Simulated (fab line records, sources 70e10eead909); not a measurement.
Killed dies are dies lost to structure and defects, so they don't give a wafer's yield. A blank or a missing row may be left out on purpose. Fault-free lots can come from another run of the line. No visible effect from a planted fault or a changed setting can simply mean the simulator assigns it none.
fab line records	flow nand_harc
[record] lots = 12	wafers = 36	last_day = 33
route steps=1302 shown A_CHANNEL_HOLE_D2@583
lots that met no fault: taken from a fault-free run of the same line
start_h: hours from the record's first day to the start of the lot's first wafer shown	wait_h: hours from the lot's prior step to this one	" as in the row above	L1.1+2: a single row standing in for several wafers	- no value, or no start was given	* or withheld: withheld	< > ~ a bound
route shown NAME@n: names a module that has steps shown in the file, with the first one's number in the route	usual: mean/standard deviation taken from wafers without a fault	same: alike in all rows	chamber/n: place in a boat	sites: each site's reading	_std_site: the standard deviation of these	_edge_site: inner sites' mean taken away from outer sites' mean	radius_mm: for every site, how far away it sits from the centre of the wafer	mask NAME#n: copy n	behind: tool/chamber where the wafer was last shaped	hold: cause of the lot's hold/its duration in hours/its outcome	device: whichever transistor did not switch (one of n, p or np)	end of line: the tests these same wafers got at the end of their route	a step without rows: its recipe alone	killed: not the wafer's yield, but the dies lost to structure and defects at the first sort	map: per-die view of a wafer (x killed, . not killed, _ where there is no die)
set.NAME: the setting as run; set.NAME@STEP: as run at that earlier step	model.NAME: the simulator's own value behind a step, which no gauge read
steps of the route over a sample of lots; a table a step, a row a wafer
services: the hour from which a tool's chamber was out of use, counted from the record's first day as start_h (under 0 if before that day), plus the number of hours and why
[[steps]]
[step NHARC_A_CHANNEL_HOLE_D2_OVL_MEAS_11]
[usual] overlay_x_nm = -0.1/0.82	overlay_y_nm = 0.0/0.95
lot.wafer	tool	chamber	start_h	wait_h	overlay_x_nm	overlay_y_nm
L630.1	overlay-01	-	283.15	-	0.1	-0.8
L630.3	"	-	"	"	-0.5	-0.4
L630.5	"	-	"	"	-0.2	-1.4
L631.2	overlay-02	-	309.91	-	0.6	-0.5
L631.3	"	-	"	"	0.1	-0.9
L631.4	"	-	"	"	0.3	-1.0
L632.1	overlay-02	-	319.48	-	-0.8	-0.5
L632.3	"	-	"	"	-1.0	0.7
L632.4	"	-	"	"	-0.6	-0.1
L633.1	overlay-02	-	346.34	-	0.8	-1.8
L633.2	"	-	"	"	1.4	-1.2
L633.6	"	-	"	"	0.6	-1.8
L642.1	overlay-01	-	418.28	-	1.1	-0.2
L642.3	"	-	"	"	1.3	-0.1
L642.4	"	-	"	"	0.8	-0.4
L643.1	overlay-01	-	419.95	-	-0.2	-0.2
L643.2	"	-	"	"	-0.4	-0.5
L643.6	"	-	"	"	0.1	-0.8
L646.1	overlay-02	-	455.78	-	-0.3	-0.4
L646.2	"	-	"	"	-0.3	0.3
L646.4	"	-	"	"	-1.1	-0.7
L644.1	overlay-01	-	456.26	-	-1.0	-0.4
L644.3	"	-	"	"	-0.8	-0.9
L644.5	"	-	"	"	-1.1	-1.2
L648.4	overlay-01	-	468.49	-	-1.2	0.6
L648.5	"	-	"	"	-0.9	0.2
L648.6	"	-	"	"	-1.3	-0.2
L650.1	overlay-02	-	483.28	-	-0.2	-0.4
L650.4	"	-	"	"	0.1	-0.4
L650.5	"	-	"	"	0.3	-0.1
L649.1	overlay-01	-	483.50	-	-1.2	0.5
L649.4	"	-	"	"	-0.9	0.2
L649.5	"	-	"	"	-1.4	0.4
L651.1	overlay-02	-	502.41	-	1.3	0.9
L651.3	"	-	"	"	1.4	0.4
L651.5	"	-	"	"	1.1	0.4
[step NHARC_A_CHANNEL_HOLE_D2_DESCUM_15]
[recipe] time_s = 3	o2_flow_sccm = 200	ar_flow_sccm = 0	bias_power_w = 0	chemistry = O2
[usual] drypump_motor_current_A = 5.7/0.44	mfc_ar_sccm = 0.012/0.015	oes_product_au = 1.005/0.013	rf_vpp_V = 58.0/0.85	showerhead_plenum_p_Torr = 1.97/0.086	throttle_valve_pct = 11.311/0.0086
[same] bias_power_w = 0
lot.wafer	tool	chamber	start_h	wait_h	drypump_motor_current_A	mfc_ar_sccm	oes_product_au	rf_hours_counter_h	rf_vpp_V	showerhead_plenum_p_Torr	throttle_valve_pct
L630.3	rie_diel-05	0	283.25	0.1	6.0	0.043	0.997	2.7	58.5	1.80	11.310
L630.1	"	2	"	"	5.8	0	1.031	2.6	57.3	1.98	11.316
L630.5	"	0	"	"	6.0	0.043	0.999	-	55.9	1.80	11.325
L631.2	rie_diel-04	2	310.02	0.1	5.8	0	0.988	7.9	58.4	2.02	11.311
L631.4	"	3	"	"	6.3	0	0.982	8.8	59.2	2.03	11.315
L631.3	"	0	"	"	5.4	0.018	1.020	8.9	60.2	2.06	11.308
L632.1	rie_diel-04	0	319.58	0.1	5.4	0.018	1.003	9.7	58.2	2.06	11.307
L632.4	"	1	"	"	4.7	0	0.973	8.7	59.7	2.05	11.304
L632.3	"	3	"	"	6.3	0	0.989	9.6	57.5	2.03	11.301
L633.1	rie_diel-04	2	346.46	0.1	5.8	0	0.992	10.2	58.6	2.02	11.309
L633.2	"	3	"	"	6.3	0	0.996	11.5	58.8	2.03	11.289
L633.6	"	1	"	"	4.7	0	0.968	-	58.2	2.05	11.311
L642.3	rie_diel-04	2	418.38	0.1	5.8	0	1.017	3.4	55.7	2.02	11.315
L642.1	"	0	"	"	5.4	0.018	1.017	3.6	58.6	2.06	11.319
L642.4	"	1	"	"	4.7	0	1.001	3.5	59.9	2.05	11.318
L643.1	rie_diel-04	0	420.06	0.1	5.4	0.018	1.005	4.1	57.1	2.06	11.314
L643.2	"	2	"	"	5.8	0	1.003	4.0	58.0	2.02	11.305
L643.6	"	3	"	"	6.3	0	1.001	-	58.5	2.03	11.323
L646.2	rie_diel-04	0	455.88	0.1	5.4	0.018	1.013	5.4	58.2	2.05	11.318
L646.1	"	1	"	"	4.7	0	1.010	5.3	57.6	2.05	11.307
L646.4	"	2	"	"	5.8	0	1.016	5.2	59.8	2.02	11.304
L644.1	rie_diel-03	1	456.35	0.1	6.2	0.018	1.001	8.3	59.1	1.81	11.316
L644.3	"	0	"	"	5.2	0.012	1.014	7.5	57.8	2.02	11.299
L644.5	"	2	"	"	5.5	0.036	0.991	-	59.1	1.98	11.313
L648.4	rie_diel-05	0	468.61	0.1	5.9	0.043	0.992	2.0	57.3	1.80	11.315
L648.6	"	1	"	"	6.0	0	1.011	-	57.8	1.93	11.309
L648.5	"	2	"	"	5.8	0	1.016	-	58.1	1.98	11.308
L650.1	rie_diel-05	3	483.38	0.1	5.8	0.003	1.004	2.5	58.6	1.89	11.294
L650.4	"	2	"	"	5.8	0	1.008	2.1	58.3	1.98	11.312
L650.5	"	3	"	"	5.8	0.003	1.010	-	58.6	1.88	11.315
L649.1	rie_diel-04	3	483.60	0.1	6.3	0	1.012	7.0	59.1	2.03	11.286
L649.4	"	2	"	"	5.8	0	1.023	7.2	58.7	2.02	11.290
L649.5	"	3	"	"	6.3	0	0.999	-	56.4	2.03	11.315
L651.3	rie_diel-05	1	502.51	0.1	6.0	0	0.997	3.3	60.0	1.93	11.311
L651.1	"	2	"	"	5.8	0	1.001	2.8	57.0	1.98	11.302
L651.5	"	2	"	"	5.8	0	1.013	-	59.1	1.98	11.314
[step NHARC_A_CHANNEL_HOLE_D2_ETCH_20]
[recipe] bias_v = 3000	source_w = withheld	pressure_mtorr = 20	time_s = 361.9	ar_flow_sccm = 375	c4f8_flow_sccm = 89.3	o2_flow_sccm = 35.7	temp_c = -20	target_depth_a = 16000	chemistry = C4F8/O2/Ar
[usual] drypump_motor_current_A = 5.27/0.2	mfc_ar_sccm = 375.2/0.99	showerhead_plenum_p_Torr = 3.69/0.15	throttle_valve_pct = 32.154/0.0092
lot.wafer	tool	chamber	start_h	wait_h	drypump_motor_current_A	mfc_ar_sccm	rf_hours_counter_h	showerhead_plenum_p_Torr	throttle_valve_pct
L630.1	har_etch-02	1	287.80	0.1	5.26	376.1	344	3.54	32.156
L630.3	"	0	"	"	5.46	373.7	-	3.61	32.132
L630.5	"	0	"	"	5.45	376.5	-	3.61	32.152
L631.2	har_etch-02	0	312.43	0.1	5.46	375.7	374	3.60	32.160
L631.3	"	0	"	"	5.46	373.7	-	3.60	32.149
L631.4	"	1	"	"	5.27	375.3	-	3.53	32.147
L632.1	har_etch-02	0	320.92	0.1	5.46	374.4	378	3.60	32.165
L632.3	"	1	"	"	5.26	374.4	-	3.53	32.163
L632.4	"	0	"	"	5.46	376.8	-	3.60	32.151
L633.2	har_etch-02	1	347.74	0.1	5.28	375.8	375	3.52	32.172
L633.1	"	0	"	"	5.46	376.2	390	3.59	32.144
L633.6	"	0	"	"	5.44	376.0	-	3.59	32.152
L642.1	har_etch-01	1	419.72	0.1	4.91	374.6	229	3.65	32.169
L642.4	"	0	"	"	5.40	374.1	-	3.56	32.168
L642.3	"	1	"	"	4.94	375.4	-	3.66	32.149
L643.1	har_etch-02	1	421.34	0.1	5.26	375.4	15	3.92	32.158
L643.2	"	0	"	"	5.45	374.6	15	3.92	32.144
L643.6	"	0	"	"	5.43	374.8	-	3.92	32.146
L646.2	har_etch-02	0	459.15	0.1	5.46	375.7	34	3.91	32.163
L646.1	"	1	"	"	5.25	375.3	34	3.91	32.161
L646.4	"	1	"	"	5.28	373.8	-	3.91	32.154
L644.1	har_etch-01	0	459.29	0.1	5.42	375.4	252	3.55	32.159
L644.3	"	0	"	"	5.40	376.8	-	3.55	32.152
L644.5	"	0	"	"	5.44	375.0	-	3.55	32.150
L648.4	har_etch-02	1	472.38	0.2	5.27	375.2	-	3.91	32.159
L648.5	"	0	"	"	5.42	374.7	-	3.91	32.154
L648.6	"	1	"	"	5.25	375.6	-	3.91	32.158
L650.1	har_etch-01	0	484.69	0.1	5.37	375.6	267	3.54	32.158
L650.4	"	0	"	"	5.37	377.2	-	3.54	32.143
L650.5	"	0	"	"	5.37	376.6	-	3.54	32.149
L649.1	har_etch-02	1	484.94	0.1	5.27	375.2	53	3.90	32.140
L649.4	"	1	"	"	5.26	376.9	-	3.90	32.159
L649.5	"	1	"	"	5.28	376.0	-	3.90	32.154
L651.1	har_etch-02	0	504.51	0.1	5.47	374.5	61	3.90	32.147
L651.3	"	1	"	"	5.27	373.9	-	3.90	32.154
L651.5	"	0	"	"	5.47	375.3	-	3.90	32.153
[step NHARC_A_CHANNEL_HOLE_D2_ETCH_22]
[recipe] bias_v = 3000	source_w = withheld	pressure_mtorr = 20	time_s = 666.7	ar_flow_sccm = 375	c4f8_flow_sccm = 89.3	o2_flow_sccm = 35.7	temp_c = -20	target_depth_a = 16000	chemistry = C4F8/O2/Ar
[usual] drypump_motor_current_A = 5.27/0.2	mfc_ar_sccm = 375.0/1.1	showerhead_plenum_p_Torr = 3.69/0.15	throttle_valve_pct = 32.155/0.0087
lot.wafer	tool	chamber	start_h	wait_h	drypump_motor_current_A	mfc_ar_sccm	rf_hours_counter_h	showerhead_plenum_p_Torr	throttle_valve_pct
L630.1	har_etch-02	1	288.60	0.4	5.23	376.8	345	3.54	32.147
L630.3	"	0	"	"	5.45	375.1	-	3.61	32.147
L630.5	"	0	"	"	5.48	372.8	-	3.61	32.159
L631.2	har_etch-02	0	313.19	0.4	5.43	377.0	375	3.60	32.154
L631.3	"	0	"	"	5.45	375.0	-	3.60	32.149
L631.4	"	1	"	"	5.23	374.0	-	3.53	32.157
L632.1	har_etch-02	0	321.72	0.4	5.45	375.1	379	3.60	32.157
L632.3	"	1	"	"	5.24	374.6	-	3.53	32.170
L632.4	"	0	"	"	5.47	374.2	-	3.60	32.142
L633.2	har_etch-02	1	348.49	0.4	5.31	374.9	376	3.52	32.153
L633.1	"	0	"	"	5.46	374.2	391	3.59	32.173
L633.6	"	0	"	"	5.47	373.4	-	3.59	32.142
L642.1	har_etch-01	1	420.52	0.4	4.97	375.6	230	3.66	32.153
L642.4	"	0	"	"	5.47	374.1	-	3.56	32.147
L642.3	"	1	"	"	4.96	375.0	-	3.65	32.147
L643.1	har_etch-02	1	422.09	0.4	5.27	376.0	16	3.92	32.155
L643.2	"	0	"	"	5.46	374.2	16	3.92	32.155
L643.6	"	0	"	"	5.47	374.7	-	3.92	32.156
L646.2	har_etch-02	0	459.90	0.4	5.44	373.4	35	3.91	32.148
L646.1	"	1	"	"	5.27	376.9	35	3.91	32.155
L646.4	"	1	"	"	5.28	373.9	-	3.91	32.146
L644.1	har_etch-01	0	460.06	0.4	5.41	374.3	253	3.55	32.153
L644.3	"	0	"	"	5.45	377.4	-	3.55	32.143
L644.5	"	0	"	"	5.40	374.5	-	3.55	32.172
L648.4	har_etch-02	1	473.26	0.4	5.28	376.4	-	3.91	32.152
L648.5	"	0	"	"	5.44	375.5	-	3.91	32.160
L648.6	"	1	"	"	5.28	376.8	-	3.91	32.152
L650.1	har_etch-01	0	485.44	0.4	5.43	375.0	268	3.54	32.146
L650.4	"	0	"	"	5.39	376.1	-	3.54	32.149
L650.5	"	0	"	"	5.43	375.4	-	3.54	32.152
L649.1	har_etch-02	1	485.74	0.4	5.26	377.5	54	3.90	32.162
L649.4	"	1	"	"	5.28	374.9	-	3.90	32.154
L649.5	"	1	"	"	5.27	376.4	-	3.90	32.174
L651.1	har_etch-02	0	505.28	0.4	5.45	374.4	62	3.90	32.166
L651.3	"	1	"	"	5.28	373.9	-	3.90	32.155
L651.5	"	0	"	"	5.42	375.0	-	3.90	32.151
[step NHARC_A_CHANNEL_HOLE_D2_XSEM_32]
[recipe] landing_energy_ev = 35000
[usual] bot_cd_nm = 74.9/2.2	bow_nm = 8.6/0.31	tilt_deg = 0.07/0.036
lot.wafer	tool	chamber	start_h	wait_h	bot_cd_nm	bow_nm	tilt_deg
L630.1	xsem-01	0	293.23	0.1	77.3	8.4	0.11
L630.3	"	0	"	"	72.9	8.4	0.11
L630.5	"	0	"	"	78.6	8.4	0.11
L631.2	xsem-02	0	317.92	0.1	74.2	9.0	0.12
L631.3	"	0	"	"	73.2	9.0	0.12
L631.4	"	0	"	"	69.9	9.0	0.12
L632.1	xsem-01	0	326.36	0.1	79.3	9.5	0.11
L632.3	"	0	"	"	77.8	9.5	0.11
L632.4	"	0	"	"	74.7	9.6	0.11
L632.1	xsem-01	0	-	-	79.3	-	0.01
L632.3	"	0	"	"	77.2	-	0.01
L632.4	"	0	"	"	76.0	-	0.01
L633.1	xsem-01	0	353.23	0.1	74.3	9.2	0.00
L633.2	"	0	"	"	77.8	9.2	0.00
L633.6	"	0	"	"	75.2	9.2	0.00
L633.1	xsem-01	0	-	-	75.3	-	0.00
L633.2	"	0	"	"	78.9	-	0.00
L633.6	"	0	"	"	76.1	-	0.00
L642.1	xsem-01	0	425.17	0.1	77.2	8.5	0.04
L642.3	"	0	"	"	73.5	8.5	0.04
L642.4	"	0	"	"	71.4	8.5	0.04
L643.1	xsem-02	0	426.86	0.1	75.8	8.5	0.04
L643.2	"	0	"	"	75.7	8.5	0.04
L643.6	"	0	"	"	75.4	8.4	0.04
L646.1	xsem-02	0	464.69	0.1	73.5	8.3	0.08
L646.2	"	0	"	"	72.5	8.3	0.08
L646.4	"	0	"	"	72.7	8.2	0.08
L644.1	xsem-01	0	465.11	0.1	71.5	8.8	0.12
L644.3	"	0	"	"	74.9	8.8	0.12
L644.5	"	0	"	"	77.6	8.9	0.12
L648.4	xsem-02	0	477.72	0.1	72.8	9.4	-0.02
L648.5	"	0	"	"	74.3	9.4	-0.03
L648.6	"	0	"	"	71.5	9.3	-0.03
L650.1	xsem-01	0	490.17	0.1	70.8	8.3	0.09
L650.4	"	0	"	"	74.7	8.4	0.09
L650.5	"	0	"	"	75.4	8.4	0.09
L649.1	xsem-02	0	490.40	0.1	76.3	8.4	0.05
L649.4	"	0	"	"	72.8	8.4	0.05
L649.5	"	0	"	"	76.2	8.3	0.05
L651.1	xsem-02	0	510.02	0.1	72.3	8.8	0.08
L651.3	"	0	"	"	72.2	8.7	0.08
L651.5	"	0	"	"	73.3	8.7	0.08
[[services]]
tool	chamber	start_h	hours	kind
rie_diel-04	0	260.43	-	clean
rie_diel-04	1	260.43	-	clean
rie_diel-03	-	281.30	9.0	pm
rie_diel-05	-	291.86	2.9	repair
xsem-02	-	316.04	1.2	repair
rie_diel-03	0	342.98	6.5	repair
xsem-02	-	348.32	1.1	repair
rie_diel-04	-	354.90	9.0	pm
xsem-01	-	374.00	14.0	pm
har_etch-02	-	377.36	17.0	pm
har_etch-02	0	377.36	17.0	vent_cycle
har_etch-02	1	377.36	17.0	vent_cycle
rie_diel-05	2	379.76	8.7	repair
har_etch-02	0	394.36	-	clean
har_etch-02	0	394.36	-	consumable_replace:esc
har_etch-02	0	394.36	-	consumable_replace:focus_ring
har_etch-02	0	394.36	-	consumable_replace:showerhead
har_etch-02	1	394.36	-	clean
har_etch-02	1	394.36	-	consumable_replace:focus_ring
har_etch-02	1	394.36	-	consumable_replace:showerhead
rie_diel-05	-	402.20	1.8	repair
rie_diel-05	-	406.60	9.0	pm
rie_diel-05	2	433.75	3.5	repair
rie_diel-03	-	458.30	9.0	pm
[[key]]
[first_sign] step = NHARC_A_CHANNEL_HOLE_D2_XSEM_32	reading = visit	direction = added
[effect] step = NHARC_A_CHANNEL_HOLE_D2_XSEM_32	reading = bow_nm	direction = up	sigmas = 2.5	usual = 8.6	struck = 9.4
met_at NHARC_A_CHANNEL_HOLE_D2_ETCH_20
struck_lots L632,L633
scrapped_behind NHARC_A_CHANNEL_HOLE_D2_XSEM_32 L632.1,L632.3,L632.4,L633.1,L633.2,L633.6
not_acting_at NHARC_A_CHANNEL_HOLE_D2_OVL_MEAS_11,NHARC_A_CHANNEL_HOLE_D2_DESCUM_15,NHARC_A_CHANNEL_HOLE_D2_ETCH_22
onset_between 312.43 320.92
[fault] kind = process_parameter_drift	tool = har_etch-02	chamber = -	onset_h = 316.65	steps = NHARC_A_CHANNEL_HOLE_D2_ETCH_20	channel = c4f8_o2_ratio	offset = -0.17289	shape = step	end_h = 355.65	acts_in = these_recipes_only	stated = 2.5
